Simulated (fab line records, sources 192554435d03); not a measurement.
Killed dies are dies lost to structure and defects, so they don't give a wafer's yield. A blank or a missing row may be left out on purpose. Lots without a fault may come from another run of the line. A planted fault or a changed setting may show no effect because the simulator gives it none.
fab line records | flow n5_finfet
record lots=7 wafers=39
route steps=1938 shown WELL_APT@33 FIN_SAQP@94 HKMG_FIN@406 GATE_CUT@469
start_h: hours from the record's first day to the start of the lot's first wafer shown | wait_h: hours since the lot's step before | " the same as in the row above | L1.1+2: a row that stands for several wafers | - no value, or no start given | * or withheld: withheld | < > ~ a bound
route shown NAME@n: a module of which the file shows steps, and the number in the route of the first | usual: mean/standard deviation of fault-free wafers | same: alike in all rows | chamber/n: place in a boat | sites: the reading at each site | _std_site: their standard deviation | _edge_site: outer sites' mean less inner sites' | radius_mm: how far each site lies from the wafer's centre | mask NAME#n: copy n | behind: the tool/chamber that last shaped the wafer | hold: why the lot was held/for how many hours/how that ended | device: the transistor (n, p or np) that didn't switch | end of line: the same wafers' tests at the end of the route | a step without rows: its recipe alone | killed: dies lost to structure and defects at the first sort, not the wafer's yield | map: a wafer's dies, x killed, . not, _ none there
set.NAME: the setting as run; set.NAME@STEP: as run at that earlier step | model.NAME: the simulator's own value behind a step, which no gauge read
lots whose settings were changed on purpose; a table a step, a row a wafer
## steps
# step N5_WELL_APT_IMPLANT_15
# recipe species=As energy_kev=25 dose_cm2=1.5e+13 tilt_deg=0 rotation_deg=0
# columns lot.wafer tool chamber start_h wait_h set.energy_kev model.implant.rp_nm model.implant.drp_nm
L075.1+4+5 implanter-01 0 19.92 0.1 25 18.66 8.457
L076.1+2+4 implanter-01 0 26.19 0.1 25 18.5 8.457
L076.3+5+6 " 0 " " 28.81 20.58 9.362
L077.1+3+6 implanter-02 0 31.94 0.1 25 18.14 8.457
L077.2+4+5 " 0 " " 27.53 19.5 9.06
L078.1+5+6 implanter-01 0 38.17 0.1 25 18.42 8.457
L078.2+3+4 " 0 " " 23.54 17.61 8.105
L084.1+2+3+4+5+6 implanter-01 0 74.37 0.1 25 19.35 8.457
L085.1+4+6 implanter-01 0 80.17 0.1 27.6 20.48 9.076
L085.2+3+5 " 0 " " 25 19.02 8.457
L089.1+4+6 implanter-01 0 104.27 0.1 25 18.75 8.457
L089.2+3+5 " 0 " " 28.47 20.67 9.282
# step N5_FIN_SAQP_ALD_61
# recipe material=SiO2 target_thk_a=40 temp_c=300 ald_precursor_family=BDEAS ald_co_reactant=O2-plasma pulse_time_s=1 purge_time_s=2 co_reactant_purge_time_s=2 ald_cycles=43 pressure_torr=2
# columns lot.wafer tool chamber start_h wait_h set.ald_cycles model.SiO2_of_FIN_SAQP_ALD_61.thk_nm
L075.1+5 ald_sin-02 3,1 26.40 0.0 43 3.989
L075.4 " 2 " " 43 3.987
L076.1 ald_sin-04 1 32.26 0.1 43 3.999
L076.2 " 0 " " 47 4.361
L076.3 " 2 " " 47 4.364
L076.4 " 3 " " 47 4.384
L076.5 " 2 " " 43 3.994
L076.6 " 3 " " 43 3.992
L077.1 ald_sin-03 1 38.68 0.0 38 3.537
L077.2 " 2 " " 38 3.529
L077.3 " 3 " " 38 3.516
L077.4 " 0 " " 43 4.002
L077.5 " 3 " " 43 3.994
L077.6 " 2 " " 43 4.001
L078.1 ald_sin-02 3 45.74 0.0 43 3.964
L078.2 " 2 " " 43 3.957
L078.3 " 1 " " 49 4.562
L078.4 " 0 " " 49 4.566
L078.5 " 1 " " 43 3.972
L078.6 " 2 " " 49 4.553
L084.1 ald_sin-04 2 80.70 0.0 43 3.999
L084.2 " 3 " " 43 4.007
L084.3 " 1 " " 43 3.985
L084.4+6 " 0,2 " " 43 3.994
L084.5 " 1 " " 43 3.996
L085.1 ald_sin-02 0 87.67 0.0 45 4.182
L085.2+6 " 2 " " 43 3.998
L085.3 " 1 " " 45 4.167
L085.4 " 1 " " 45 4.207
L085.5 " 0 " " 43 3.991
L089.1 ald_sin-02 1 110.66 0.0 43 3.982
L089.2 " 0 " " 43 3.999
L089.3 " 3 " " 43 3.991
L089.4 " 2 " " 43 3.993
L089.5 " 0 " " 43 4.001
L089.6 " 1 " " 43 3.984
# step N5_HKMG_FIN_ETCH_58
# recipe chemistry=N2/H2 target=SOC target_depth_a=2158 ion_energy_ev=50 bias_w=13 time_s=741 pressure_mtorr=30 source_w=875 n2_flow_sccm=200 h2_flow_sccm=200
# usual rf_vpp_V=99.1/0.98
# columns lot.wafer tool chamber start_h wait_h set.bias_w rf_vpp_V
L075.1 rie_diel-06 1 80.30 0.0 13 98.5
L075.4 " 2 " " 13 98.8
L075.5 " 1 " " 13 99.2
L076.1 rie_diel-04 0 83.20 0.0 13 98.4
L076.2 " 2 " " 13 98.8
L076.3 " 1 " " 13 98.7
L076.4 " 3 " " 13 99.3
L076.5 " 1 " " 13 99.8
L076.6 " 2 " " 13 99.2
L077.1 rie_diel-04 1 91.30 0.0 13 97.7
L077.2 " 3 " " 13 99.6
L077.3 " 2 " " 13 97.7
L077.4 " 0 " " 13 99.8
L077.5 " 0 " " 13 99.1
L077.6 " 1 " " 13 99.6
L078.1 rie_diel-04 3 101.21 0.0 13.87 104.5
L078.2 " 2 " " 13 99.3
L078.3 " 1 " " 13.87 104.5
L078.4 " 3 " " 13 101.6
L078.5 " 2 " " 13 97.8
L078.6 " 1 " " 13.87 102.0
L084.1 rie_diel-02 1 131.79 0.0 13 99.9
L084.2 " 3 " " 13.87 102.4
L084.3 " 0 " " 13 97.7
L084.4 " 0 " " 13.87 103.2
L084.5 " 3 " " 13.87 102.5
L084.6 " 1 " " 13 100.3
L085.1 rie_diel-02 3 142.61 0.0 13 99.5
L085.2 " 0 " " 11.7 91.0
L085.3 " 1 " " 13 99.8
L085.4 " 0 " " 11.7 91.2
L085.5 " 3 " " 11.7 92.6
L085.6 " 1 " " 13 100.7
L089.1 rie_diel-04 2 160.25 0.0 13 99.3
L089.2 " 0 " " 10.75 86.9
L089.3 " 3 " " 13 99.1
L089.4 " 2 " " 10.75 89.4
L089.5 " 3 " " 13 98.7
L089.6 " 0 " " 10.75 86.3
# step N5_HKMG_FIN_EXPOSE_09
# recipe mask_id=NWFM na=1.35 source_shape=conventional sigma_outer=0.8 polarization=unpolarized dose_mj=39.25
# columns lot.wafer tool chamber start_h wait_h mask set.dose_mj
L075.1+4+5 arfi_scanner-01 0 83.53 - NWFM#0 39.25
L076.1+4+6 arfi_scanner-03 0 86.05 - NWFM#0 38.2
L076.2+3+5 " 0 " " NWFM#0 39.25
L077.1+2+3+4+5+6 arfi_scanner-01 0 94.27 - NWFM#0 39.25
L078.1+3+4 arfi_scanner-03 0 104.06 - NWFM#0 39.25
L078.2+5+6 " 0 " " NWFM#0 40.46
L084.1+3+4 arfi_scanner-03 0 134.72 - NWFM#0 36.59
L084.2+5+6 " 0 " " NWFM#0 39.25
L085.1+2+6 arfi_scanner-02 0 145.53 - NWFM#0 40.76
L085.3+4+5 " 0 " " NWFM#0 39.25
L089.1+3+6 arfi_scanner-02 0 163.12 - NWFM#0 37.15
L089.2+4+5 " 0 " " NWFM#0 39.25
# step N5_HKMG_FIN_PEB_10
# recipe peb_temp_c=withheld peb_time_s=60 resist=CAR-ArF
# step N5_HKMG_FIN_DEVELOP_11
# recipe develop_time_s=30 developer=TMAH resist=CAR-ArF dev_temp_c=23 rinse_liquid=diw dry=air_spin
# step N5_HKMG_FIN_CD_MEAS_12
# recipe target_cd_nm=92.8 landing_energy_ev=500 detector=se_inlens
# usual cd_nm=92.5/0.52
# columns lot.wafer tool chamber start_h wait_h set.dose_mj@HKMG_FIN_EXPOSE_09 cd_nm
L075.1 cd_sem-02 0 83.65 - 39.25 93.1
L075.4 " 0 " " 39.25 93.8
L075.5 " 0 " " 39.25 92.8
L076.1 cd_sem-03 0 86.17 - 38.2 91.0
L076.2 " 0 " " 39.25 92.2
L076.3 " 0 " " 39.25 92.2
L076.4 " 0 " " 38.2 90.6
L076.5 " 0 " " 39.25 91.9
L076.6 " 0 " " 38.2 90.5
L077.1 cd_sem-03 0 94.39 - 39.25 91.9
L077.2 " 0 " " 39.25 92.8
L077.3 " 0 " " 39.25 91.7
L077.4 " 0 " " 39.25 92.5
L077.5 " 0 " " 39.25 91.9
L077.6 " 0 " " 39.25 92.8
L078.1 cd_sem-03 0 104.18 - 39.25 91.9
L078.2 " 0 " " 40.46 94.2
L078.3 " 0 " " 39.25 91.6
L078.4 " 0 " " 39.25 91.8
L078.5 " 0 " " 40.46 94.1
L078.6 " 0 " " 40.46 93.9
L084.1 cd_sem-02 0 134.84 - 36.59 88.9
L084.2 " 0 " " 39.25 92.0
L084.3 " 0 " " 36.59 87.8
L084.4 " 0 " " 36.59 88.1
L084.5 " 0 " " 39.25 92.6
L084.6 " 0 " " 39.25 92.5
L085.1 cd_sem-03 0 145.65 - 40.76 95.1
L085.2 " 0 " " 40.76 94.5
L085.3 " 0 " " 39.25 91.8
L085.4 " 0 " " 39.25 91.9
L085.5 " 0 " " 39.25 93.0
L085.6 " 0 " " 40.76 94.6
L089.1 cd_sem-03 0 163.25 - 37.15 88.9
L089.2 " 0 " " 39.25 92.2
L089.3 " 0 " " 37.15 88.4
L089.4 " 0 " " 39.25 92.2
L089.5 " 0 " " 39.25 92.4
L089.6 " 0 " " 37.15 88.1
# step N5_GATE_CUT_ETCH_58
# recipe chemistry=CH3F/O2 target=SiNx target_depth_a=170 time_s=128.6 ion_energy_ev=50 pressure_mtorr=30 source_w=415 bias_w=21 Ar_flow_sccm=150 CH3F_flow_sccm=30 O2_flow_sccm=20
# usual rf_vpp_V=99.2/1
# columns lot.wafer tool chamber start_h wait_h set.bias_w rf_vpp_V
L075.1 rie_diel-03 1 88.68 0.0 21 99.8
L075.4 " 2 " " 21 100.4
L075.5 " 0 " " 21 99.8
L076.1 rie_diel-03 3 91.48 0.1 21 98.5
L076.2 " 1 " " 21 98.9
L076.3 " 2 " " 21 98.3
L076.4 " 0 " " 21 99.4
L076.5 " 1 " " 21 98.9
L076.6 " 0 " " 21 98.0
L077.1 rie_diel-03 0 99.21 0.0 19.5 94.2
L077.2 " 3 " " 19.5 93.1
L077.3 " 2 " " 21 100.2
L077.4 " 0 " " 21 100.7
L077.5 " 2 " " 19.5 96.0
L077.6 " 3 " " 21 98.3
L078.1 rie_diel-03 3 109.26 0.1 21 98.3
L078.2 " 2 " " 23.34 106.7
L078.3 " 0 " " 23.34 107.6
L078.4 " 0 " " 21 99.1
L078.5 " 3 " " 21 96.9
L078.6 " 2 " " 23.34 106.6
L084.1 rie_diel-05 0 139.98 0.2 21 99.5
L084.2 " 1 " " 21 98.7
L084.3 " 2 " " 21 97.6
L084.4 " 3 " " 21 98.3
L084.5 " 3 " " 21 99.0
L084.6 " 2 " " 21 98.6
L085.1 rie_diel-01 2 150.46 0.0 21 100.8
L085.2 " 1 " " 19.28 95.6
L085.3 " 3 " " 19.28 94.7
L085.4 " 0 " " 19.28 93.3
L085.5 " 1 " " 21 99.6
L085.6 " 2 " " 21 100.1
L089.1 rie_diel-01 0 168.39 0.0 21 99.2
L089.2 " 3 " " 23.44 107.0
L089.3 " 1 " " 23.44 107.8
L089.4 " 2 " " 21 99.7
L089.5 " 3 " " 23.44 107.5
L089.6 " 2 " " 21 100.2
## key
split step=N5_WELL_APT_IMPLANT_15 setting=energy_kev stated=25 by=wafer
response step=N5_WELL_APT_IMPLANT_15 reading=model.implant.rp_nm change=+0.137 per=1% r=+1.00
response step=N5_WELL_APT_IMPLANT_15 reading=model.implant.drp_nm change=+0.0595 per=1% r=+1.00
split step=N5_FIN_SAQP_ALD_61 setting=ald_cycles stated=43 by=wafer
response step=N5_FIN_SAQP_ALD_61 reading=model.SiO2_of_FIN_SAQP_ALD_61.thk_nm change=+0.0415 per=1% r=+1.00
split step=N5_HKMG_FIN_ETCH_58 setting=bias_w stated=13 by=wafer
response step=N5_HKMG_FIN_ETCH_58 reading=rf_vpp_V change=+0.681 per=1% r=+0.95
split step=N5_HKMG_FIN_EXPOSE_09 setting=dose_mj stated=39.25 by=wafer
response step=N5_HKMG_FIN_CD_MEAS_12 reading=cd_nm change=+0.645 per=1% r=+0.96
split step=N5_GATE_CUT_ETCH_58 setting=bias_w stated=21 by=wafer
response step=N5_GATE_CUT_ETCH_58 reading=rf_vpp_V change=+0.724 per=1% r=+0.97
